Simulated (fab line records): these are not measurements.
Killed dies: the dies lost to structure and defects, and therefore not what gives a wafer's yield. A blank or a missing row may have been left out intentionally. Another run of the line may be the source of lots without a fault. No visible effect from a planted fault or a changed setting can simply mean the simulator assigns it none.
Chamber matching / flow n5Finfet / N5_BEOL_M13_DESCUM_33 on rieDiel-04: 4 sister chambers
The step chemistry O2, time 7.9 s. 8 wafers are shown with their chamber, then 11 later ones without.

EACH WAFER AND ITS CHAMBER
wafer=L082.4; chamber=2; showerheadPlenumPTorr (Torr)=2.04; throttleValvePct (%)=20.27
wafer=L082.6; chamber=3; showerheadPlenumPTorr (Torr)=2.06; throttleValvePct (%)=20.68
wafer=L087.3; chamber=0; showerheadPlenumPTorr (Torr)=2.06; throttleValvePct (%)=20.81
wafer=L087.6; chamber=0; showerheadPlenumPTorr (Torr)=2.06; throttleValvePct (%)=20.79
wafer=L089.1; chamber=1; showerheadPlenumPTorr (Torr)=2.16; throttleValvePct (%)=20.37
wafer=L089.5; chamber=1; showerheadPlenumPTorr (Torr)=2.16; throttleValvePct (%)=20.38
wafer=L089.6; chamber=2; showerheadPlenumPTorr (Torr)=2.03; throttleValvePct (%)=20.28
wafer=L088.1; chamber=3; showerheadPlenumPTorr (Torr)=2.06; throttleValvePct (%)=20.26

WAFERS WITH NO CHAMBER GIVEN
wafer=L088.4; showerheadPlenumPTorr (Torr)=2.06; throttleValvePct (%)=20.42
wafer=L088.6; showerheadPlenumPTorr (Torr)=2.05; throttleValvePct (%)=20.42
wafer=L091.2; showerheadPlenumPTorr (Torr)=2.03; throttleValvePct (%)=20.30
wafer=L091.5; showerheadPlenumPTorr (Torr)=2.03; throttleValvePct (%)=20.29
wafer=L091.6; showerheadPlenumPTorr (Torr)=2.05; throttleValvePct (%)=20.28
wafer=L094.1; showerheadPlenumPTorr (Torr)=2.16; throttleValvePct (%)=20.37
wafer=L094.5; showerheadPlenumPTorr (Torr)=2.05; throttleValvePct (%)=20.27
wafer=L094.6; showerheadPlenumPTorr (Torr)=2.03; throttleValvePct (%)=20.28
wafer=L097.1; showerheadPlenumPTorr (Torr)=2.05; throttleValvePct (%)=20.31
wafer=L097.3; showerheadPlenumPTorr (Torr)=2.05; throttleValvePct (%)=20.44
wafer=L097.5; showerheadPlenumPTorr (Torr)=2.05; throttleValvePct (%)=20.31

WHICH CHAMBER EACH WENT THROUGH
wafer=L088.4; from the rows above=3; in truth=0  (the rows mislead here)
wafer=L088.6; from the rows above=can't be placed: 3 or 0 or 2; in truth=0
wafer=L091.2; from the rows above=2; in truth=2
wafer=L091.5; from the rows above=2; in truth=2
wafer=L091.6; from the rows above=can't be placed: 3 or 2 or 0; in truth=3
wafer=L094.1; from the rows above=1; in truth=1
wafer=L094.5; from the rows above=can't be placed: 3 or 2 or 0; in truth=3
wafer=L094.6; from the rows above=2; in truth=2
wafer=L097.1; from the rows above=can't be placed: 3 or 2 or 0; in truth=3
wafer=L097.3; from the rows above=can't be placed: 3 or 0 or 2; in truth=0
wafer=L097.5; from the rows above=can't be placed: 3 or 2 or 0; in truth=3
Placed correctly: 4 of 11. Unplaceable from these rows: 6, with the true chamber sitting among the candidates in 6. 1 placed wrongly.
How it was worked out, from the rows above alone: a wafer's distance from a chamber is the root of the sum, over the readings, of the square of ((its reading less the chamber's mean) divided by the reading's scatter). If the next closest chamber is less than 2 further off than the closest, the wafer can't be placed; otherwise it belongs to the closest. Each chamber's mean is taken over the wafers shown for it. The scatter: take each reading less its chamber's mean, square it, sum over the shown wafers, divide by the number of wafers less the number of chambers, and take the root.
